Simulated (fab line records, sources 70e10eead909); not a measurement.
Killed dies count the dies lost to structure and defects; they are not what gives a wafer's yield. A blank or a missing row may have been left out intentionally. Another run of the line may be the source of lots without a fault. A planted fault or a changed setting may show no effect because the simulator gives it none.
Struck lot and sound lot, side by side || flow nand_harc || 15 out of 1159 route steps
Sound: the wafers L814.2, L814.3, L814.4. Wafers L824.2, L824.4, L824.5 were the ones struck. Last of all comes the cause.
For every step that has rows: the tool of each side, followed by ch and its chambers, followed by its first start. Under that, the readings that differ: sound wafers || struck wafers || difference of the means || sigmas: that difference in standard deviations of wafers without a fault.
alike: words and numbers the same on both sides, and readings whose means are apart by under 2 such deviations; not compared: readings that were withheld, readings missing a value for some wafer, numbers with overlapping values and no deviation given by the record, and bounds like >300 which may hide the same value.
The two part at a step that has a row with sigmas, a row that says differs or no value, or rows on one side only. Non-overlapping numbers with no deviation appear without sigmas and do not part them. A reading missing from all wafers of one side parts the sides only when that side holds two or more wafers.

NHARC_A_CHANNEL_HOLE_D1_INSPECT_40:
  sound on defect_inspect-02, day 9 19:31; struck on defect_inspect-01, day 12 06:10
  alike: raw_defect_count
then, 2 steps without rows for these wafers: NHARC_A_CHANNEL_FILL_D1_PRECLEAN_00 (cleans in SC1); NHARC_A_CHANNEL_FILL_D1_SRD_01.
NHARC_A_CHANNEL_FILL_D1_ALD_02: deposits SiO2, target thk 6 nm, pulse time 10 s, ald cycles 60.
  sound on ald_hk-02 ch 0,2,3, day 9 19:42; struck on ald_hk-02 ch 1,3, day 12 07:27
  alike: heater_power_w, precursor_pulse_height_rel
then, 1 step without rows for these wafers: NHARC_A_CHANNEL_FILL_D1_ALD_03 (deposits SiNx, target thk 6 nm, pulse time 60 s, ald cycles 58).
NHARC_A_CHANNEL_FILL_D1_ALD_14: deposits SiO2, target thk 2.5 nm, pulse time 10 s, ald cycles 25.
  sound on ald_hk-04 ch 0,1,2, day 10 02:43; struck on ald_hk-01 ch 0,1,3, day 12 14:54
  alike: heater_power_w, precursor_pulse_height_rel
NHARC_A_CHANNEL_FILL_D1_ALD_15: deposits SiNx, target thk 2 nm, pulse time 60 s, ald cycles 19.
  sound on ald_sin_batch-03 ch 0; struck on ald_sin_batch-02 ch 0, day 12 17:48
  alike: precursor_pulse_height_rel
then, 3 steps without rows for these wafers: NHARC_A_CHANNEL_FILL_D1_ALD_16 (deposits SiO2, target thk 1.5 nm, pulse time 10 s, ald cycles 15); NHARC_A_CHANNEL_FILL_D1_ANNEAL_17 (time 1800 s); NHARC_A_CHANNEL_FILL_D1_CVD_18 (deposits poly-Si, target thk 3 nm).
NHARC_A_CHANNEL_FILL_D1_ETCHBACK_19: etches the open film in HBr/Cl2, target depth 5 nm, time 1.7 s.
  sound on rie_si-04 ch 0,2,3, day 10 19:29; struck on rie_si-05 ch 1,3, day 13 08:02
  alike: drypump_motor_current_A, hbr_flow_sccm, oes_product_au, throttle_valve_pct
  not compared: rf_hours_counter_h
NHARC_A_CHANNEL_FILL_D1_ETCHBACK_20: etches the open film in C4F8/O2/Ar, target depth 27 nm, time 13.5 s.
  sound on rie_diel-09 ch 0,1,2, day 10 19:37; struck on rie_diel-09 ch 0,1, day 13 08:10
  alike: oes_product_au, rf_vpp_V
  not compared: rf_hours_counter_h
NHARC_A_CHANNEL_FILL_D1_STRIP_28: strips in O2, time 20 s.
  sound on rie_diel-09 ch 1,2,3, day 10 19:42; struck on rie_diel-09 ch 0,1,3, day 13 08:16
  no value came back on the struck wafers for any of 8 readings (bias_w (W), chamber_pressure_mTorr (mTorr) and others); on the sound wafers bias_w (W) reads 0 0 0
then, 1 step without rows for these wafers: NHARC_A_CHANNEL_FILL_D1_PRECLEAN_21 (cleans in dHF, time 30 s).
-- record jumps: 10 days between struck wafers' starts before vs after; left off in module A_CHANNEL_FILL_D1, resumes in module END, first step shown is number 1159 of the route --
NHARC_END_SORT_01:
  sound on prober-02 ch 0, day 20 16:03; struck on prober-01 ch 0, day 23 04:04
{"reading": "hold", "sound": "- - -", "struck": "await_dispo/5.3h/scrap await_dispo/5.3h/scrap await_dispo/5.3h/scrap", "difference": "no value on the sound wafers", "sigmas": ""}
{"reading": "killed_at_array", "sound": "25 26 23", "struck": "669 675 676", "difference": "+649", "sigmas": "+83"}
{"reading": "killed_dies", "sound": "31 30 25", "struck": "677 677 677", "difference": "+648", "sigmas": "+79"}
  alike: killed_at_other, killed_at_periphery, killed_open, killed_short

## WHERE THEY PART
At NHARC_A_CHANNEL_FILL_D1_STRIP_28 first; at NHARC_END_SORT_01 last (within this record only).

WHY: the cause the simulator had injected
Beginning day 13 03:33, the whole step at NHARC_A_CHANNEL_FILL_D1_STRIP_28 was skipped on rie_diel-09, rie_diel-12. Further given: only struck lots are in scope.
